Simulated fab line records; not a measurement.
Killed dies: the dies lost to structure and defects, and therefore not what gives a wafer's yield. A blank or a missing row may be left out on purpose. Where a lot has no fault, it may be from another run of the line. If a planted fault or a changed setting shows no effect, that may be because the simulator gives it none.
Struck lot and sound lot, side by side | flow nand_harc | 21 steps out of a route of 1302
Sound: these wafers, L644.3, L644.4, L644.6. Wafers L649.3, L649.4, L649.6 were the ones struck. The cause is named last.
Order at every step that has rows: each side's tool, ch and its chambers, its first start. Under that, the readings that differ: sound wafers | struck wafers | difference of the means | sigmas: that difference in standard deviations of wafers without a fault.
alike: a reading whose means differ by less than 2 such deviations, as well as words and numbers matching on both sides. not compared: withheld readings; readings where some wafer has no value; bounds like >300 that might hide an equal value; numbers whose values overlap and for which the record gives no deviation.
The two part at a step that has a row with sigmas, a row that says differs or no value, or rows on one side only. Numbers that don't overlap but have no deviation are shown without sigmas and don't part them. A reading that every wafer of one side lacks parts them only if that side has two wafers or more.

NHARC_A_CONTACT_CVD_19: deposits W, target thk 300 nm, time 802 s.
  sound: cvd_w-01 ch 0; struck: cvd_w-01 ch 1
  alike: heater_power_w, throttle_valve_pct
NHARC_A_CONTACT_CMP_20: polishes, t overpolish 30 s, target thk 300 nm.
  sound on cmp-02 ch 0,1,2, day 26 05:40; struck on cmp-01 ch 0,2, day 27 13:34
  alike: motor_current_A, overpolish_run_s, time_to_endpoint_s
following that, these wafers have no rows for 1 step: NHARC_A_CONTACT_SRD_22.
NHARC_A_CONTACT_INSPECT_23:
  sound on defect_inspect-02, day 26 06:01; struck on defect_inspect-02, day 27 13:58
  alike: raw_defect_count
then, 7 steps without rows for these wafers: NHARC_A_BLC_DEHYDRATE_00 (time 120 s); NHARC_A_BLC_HMDS_01 (time 30 s); NHARC_A_BLC_COAT_02 (time 75 s); NHARC_A_BLC_COAT_03 (time 65 s); NHARC_A_BLC_COAT_04 (resist thk 90 nm); NHARC_A_BLC_SOFTBAKE_05 (time 55 s); NHARC_A_BLC_EBR_06.
NHARC_A_BLC_EXPOSE_07: exposes mask A BLC, target cd 100 nm.
  sound on arfi_scanner-03 ch 0, day 26 06:24; struck on arfi_scanner-02 ch 0, day 27 14:20
  reading              | sound             | struck            | difference | sigmas
  exposure_dose_mJ_cm2 | 67.80 67.90 67.85 | 68.57 68.54 68.52 | +0.69      | +10
  alike: mask
then, 2 steps without rows for these wafers: NHARC_A_BLC_PEB_08 (peb time 65 s); NHARC_A_BLC_DEVELOP_09 (develop time 35 s).
NHARC_A_BLC_CD_MEAS_10: target cd 100 nm.
  sound on cd_sem-02 ch 0, day 26 06:32; struck on cd_sem-03 ch 0
  reading    | sound             | struck         | difference | sigmas
  cd_nm (nm) | 100.2 100.4 100.6 | 99.4 97.7 99.0 | -1.7       | -4
  not compared: hold
NHARC_A_BLC_OVL_MEAS_11:
  sound on overlay-01, day 26 06:38; struck on overlay-02, day 27 18:08
  reading           | sound          | struck                                                                     | difference                   | sigmas
  hold              | - - -          | await_dispo/3.4h/release await_dispo/3.4h/release await_dispo/3.4h/release | no value on the sound wafers |
  overlay_x_nm (nm) | 1.0 0.8 1.0    | -0.8 -1.2 -0.8                                                             | -1.9                         | -2
  overlay_y_nm (nm) | -0.5 -0.5 -0.4 | 1.5 1.9 1.4                                                                | +2.1                         | +3
NHARC_A_BLC_INSPECT_12:
  sound on defect_inspect-02, day 26 06:40; struck on defect_inspect-02, day 27 18:10
  alike: raw_defect_count
NHARC_A_BLC_DESCUM_15: chemistry O2, time 3 s.
  sound on rie_diel-06 ch 0,2, day 26 06:44; struck on rie_diel-06 ch 0,1, day 27 18:13
  reading                | sound             | struck          | difference | sigmas
  model.A_BLC.cd_nm (nm) | 100.5 100.2 100.2 | 100 97.83 99.28 | -1         |
  alike: drypump_motor_current_A, oes_product_au, rf_vpp_V, showerhead_plenum_p_Torr, throttle_valve_pct
  not compared: rf_hours_counter_h
NHARC_A_BLC_ETCH_16: etches the open film in CF4, target depth 39 nm, time 65 s.
  sound on rie_diel-06 ch 1,2, day 26 06:49; struck on rie_diel-06 ch 0,1,3, day 27 18:19
  reading                | sound             | struck            | difference | sigmas
  model.A_BLC.cd_nm (nm) | 100.4 100.1 100.1 | 99.73 97.72 99.27 | -1.29      |
  alike: bias_w, drypump_motor_current_A, oes_product_au, rf_vpp_V, showerhead_plenum_p_Torr, throttle_valve_pct
  not compared: rf_hours_counter_h
NHARC_A_BLC_ETCH_17: etches the open film in N2/H2, target depth 390 nm, time 609.38 s.
  sound: rie_diel-06 ch 1,2,3; struck: rie_diel-06 ch 1,3
  alike: bias_w, drypump_motor_current_A, n2_flow_sccm, oes_product_au, rf_vpp_V, showerhead_plenum_p_Torr, throttle_valve_pct
  not compared: rf_hours_counter_h
-- jump in the record: it breaks off in module A_BLC and resumes in module END (first step shown: number 1302 of the route), and 2 days separate the struck wafers' starts before and after --
NHARC_END_SORT_01:
  sound on prober-01 ch 0, day 28 02:47; struck on prober-02 ch 0, day 30 04:59
  alike: killed_at_array, killed_at_other, killed_at_periphery, killed_dies, killed_open, killed_short

== WHERE THEY PART ==
First at NHARC_A_BLC_EXPOSE_07; last, within this record, at NHARC_A_BLC_OVL_MEAS_11. Later steps at which nothing parts them and some readings are alike: NHARC_A_BLC_INSPECT_12, NHARC_A_BLC_DESCUM_15, NHARC_A_BLC_ETCH_16, NHARC_A_BLC_ETCH_17, NHARC_END_SORT_01.

WHY: what had been put in by the simulator
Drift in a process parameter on arfi_scanner-02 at NHARC_A_BLC_EXPOSE_07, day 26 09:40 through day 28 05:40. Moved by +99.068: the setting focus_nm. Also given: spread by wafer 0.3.
